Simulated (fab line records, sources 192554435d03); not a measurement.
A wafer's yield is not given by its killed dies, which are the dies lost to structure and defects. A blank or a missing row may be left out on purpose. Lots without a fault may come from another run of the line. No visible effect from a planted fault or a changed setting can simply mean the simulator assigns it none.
Struck lot and sound lot, side by side	flow n5-finfet	22 out of 1938 route steps
Sound: wafers L166.3, L166.5, L166.6. Wafers struck: L162.4, L162.5, L162.6. The cause is named last.
For every step that has rows: the tool of each side, followed by ch and its chambers, followed by its first start. Under that, the readings that differ: sound wafers	struck wafers	difference of the means	sigmas: that difference in standard deviations of wafers without a fault.
alike: same words and numbers on both sides, and readings whose means sit less than 2 such deviations apart. not compared: any withheld reading, any reading some wafer has no value for, any bound like >300 that may hide the same value, and any number with overlapping values for which the record gives no deviation.
Wherever a step has rows on one side only, a row that says differs or no value, or a row with sigmas, the two part there. Non-overlapping numbers with no deviation appear without sigmas and do not part them. A reading that every wafer of one side lacks parts them only if that side has two wafers or more.

first, 8 steps without rows for these wafers: N5_BEOL_M12_SPUTTER_44 (material Ta, target thk 10 nm, time 16.13 s); N5_BEOL_M12_SPUTTER_45 (material Cu, target thk 80 nm, time 13.33 s); N5_BEOL_M12_ECD_47 (material Cu, target thk 720 nm); N5_BEOL_M12_ANNEAL_48 (time 90 s); N5_BEOL_M12_CMP_49 (polishes, stops on SiOC, t overpolish 20.6 s, target thk 320 nm); N5_BEOL_M12_PRE_CLEAN_52 (time 15 s); N5_BEOL_M12_DEP_53 (deposits SiCN from 3MS/NH3, target thk 30 nm, time 10.5 s); N5_BEOL_M13_ILD_DEP_00 (deposits SiOC from DEMS/O2, target thk 837.92 nm, time 166.4 s).
N5_BEOL_M13_COAT_58: time 60 s, resist thk 89 nm.
  sound on litho-track-01 ch 0, day 17 00:55; struck on litho-track-03 ch 0, day 15 09:07
reading	sound	struck	difference	sigmas
dispense-pressure-kPa (kPa)	53.0 53.0 53.0	49.8 49.8 49.8	-3.2	-2
spin-speed-rpm (rpm)	1499.7 1499.9 1500.0	1537.2 1537.7 1538.9	+38.1	+41
model.BARC_of_BEOL_M13_COAT_58.thk-nm (nm)	88.8 88.8 88.8	87.8 88 87.6	-1.0	
then, 8 steps without rows for these wafers: N5_BEOL_M13_COAT_04 (resist thk 400 nm); N5_BEOL_M13_EBR_06; N5_BEOL_M13_SOFTBAKE_05 (time 60 s); N5_BEOL_M13_EXPOSE_07 (exposes mask V12); N5_BEOL_M13_PEB_08 (peb time 90 s); N5_BEOL_M13_DEVELOP_09 (develop time 45 s); N5_BEOL_M13_HARDBAKE_14 (time 120 s); N5_BEOL_M13_DESCUM_15 (chemistry O2, time 7.9 s).
N5_BEOL_M13_ETCH_59: etches BARC in N2/H2, target depth 89 nm, overetch 26.7 nm, time 67.9 s.
  sound on rie-diel-01 ch 0,1,2, day 17 01:19; struck on rie-diel-01 ch 0,1, day 15 09:38
reading	sound	struck	difference	sigmas
model.etch.depth-nm (nm)	88.84 88.78 88.84	87.72 88.02 87.65	-1.02	
  alike: bias-w, drypump-motor-current-A, oes-product-au, rf-fwd-power-W, rf-vpp-V, showerhead-plenum-p-Torr, throttle-valve-pct
  not compared: rf-hours-counter-h
then, 2 steps without rows for these wafers: N5_BEOL_M13_VIA_ETCH_16 (etches SiOC in C4F8/O2/Ar, target depth 921.7 nm); N5_BEOL_M13_STRIP_63 (strips in N2/H2).
N5_BEOL_M13_STRIP_64: strips in N2/H2.
  sound on plasma-asher-01 ch 0,1, day 17 01:41; struck on plasma-asher-01 ch 0,1, day 15 10:00
reading	sound	struck	difference	sigmas
strip-time-to-endpoint-s (s)	31.27 31.26 31.27	30.94 31.04 30.92	-0.30	-4
  alike: drypump-motor-current-A, heater-power-w, oes-product-au, temp-c
  not compared: rf-hours-counter-h
then, 1 step without rows for these wafers: N5_BEOL_M13_STRIP_71 (strips in post etch residue remover, time 60 s).

== WHERE THEY PART ==
At N5_BEOL_M13_COAT_58 first; at N5_BEOL_M13_STRIP_64 last (within this record only).

WHY: what the simulator had put in
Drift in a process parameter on litho-track-03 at N5_BEOL_M13_COAT_58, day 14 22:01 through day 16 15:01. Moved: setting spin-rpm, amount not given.
